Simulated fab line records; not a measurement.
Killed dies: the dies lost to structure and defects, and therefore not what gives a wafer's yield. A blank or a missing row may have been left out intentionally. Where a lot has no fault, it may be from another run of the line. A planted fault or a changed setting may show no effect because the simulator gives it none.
Matching of chambers + flow n5Finfet + rieSi-01 running N5_DUMMY_GATE_ETCH_44: 4 sister chambers
The step etches poly-Si in HBr/O2, stops on SiO2, target depth 127.5 nm. 4 wafers are shown with their chamber, then 10 later ones without.

== WAFERS PAIRED WITH THEIR CHAMBERS ==
| wafer  | chamber | throttleValvePct (%) |
|--------|---------|----------------------|
| L084.6 | 1       | 18.46                |
| L085.4 | 2       | 18.83                |
| L088.2 | 3       | 18.38                |
| L088.3 | 0       | 18.39                |

== WAFERS WITHOUT THEIR CHAMBER ==
| wafer  | throttleValvePct (%) |
|--------|----------------------|
| L088.5 | 18.36                |
| L089.1 | 18.37                |
| L089.3 | 18.45                |
| L089.4 | 18.85                |
| L090.4 | 18.85                |
| L090.5 | 18.37                |
| L090.6 | 18.84                |
| L091.1 | 18.39                |
| L091.2 | 18.85                |
| L091.4 | 18.36                |

== THE CHAMBER EACH PASSED THROUGH ==
| wafer  | from the rows above     | in truth |
|--------|-------------------------|----------|
| L088.5 | can't be placed: 3 or 0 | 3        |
| L089.1 | can't be placed: 3 or 0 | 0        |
| L089.3 | 1                       | 1        |
| L089.4 | 2                       | 2        |
| L090.4 | 2                       | 2        |
| L090.5 | can't be placed: 3 or 0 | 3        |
| L090.6 | 2                       | 2        |
| L091.1 | can't be placed: 0 or 3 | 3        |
| L091.2 | 2                       | 2        |
| L091.4 | can't be placed: 3 or 0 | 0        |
5 of 10 placed correctly. Cannot be placed on the basis of these rows: 5; the candidates contain the true chamber in 5. Wrongly placed: 0.
How it was worked out, from the rows above alone: a wafer's distance from a chamber is the root of the sum, over the readings, of the square of ((its reading less the chamber's mean) divided by the reading's scatter). If the next closest chamber is less than 2 further off than the closest, the wafer can't be placed; otherwise it belongs to the closest. The mean given for a chamber averages the wafers shown for that chamber. The scatter: root of mean squared gap, hidden wafer to nearest shown wafer, with one shown wafer a chamber.
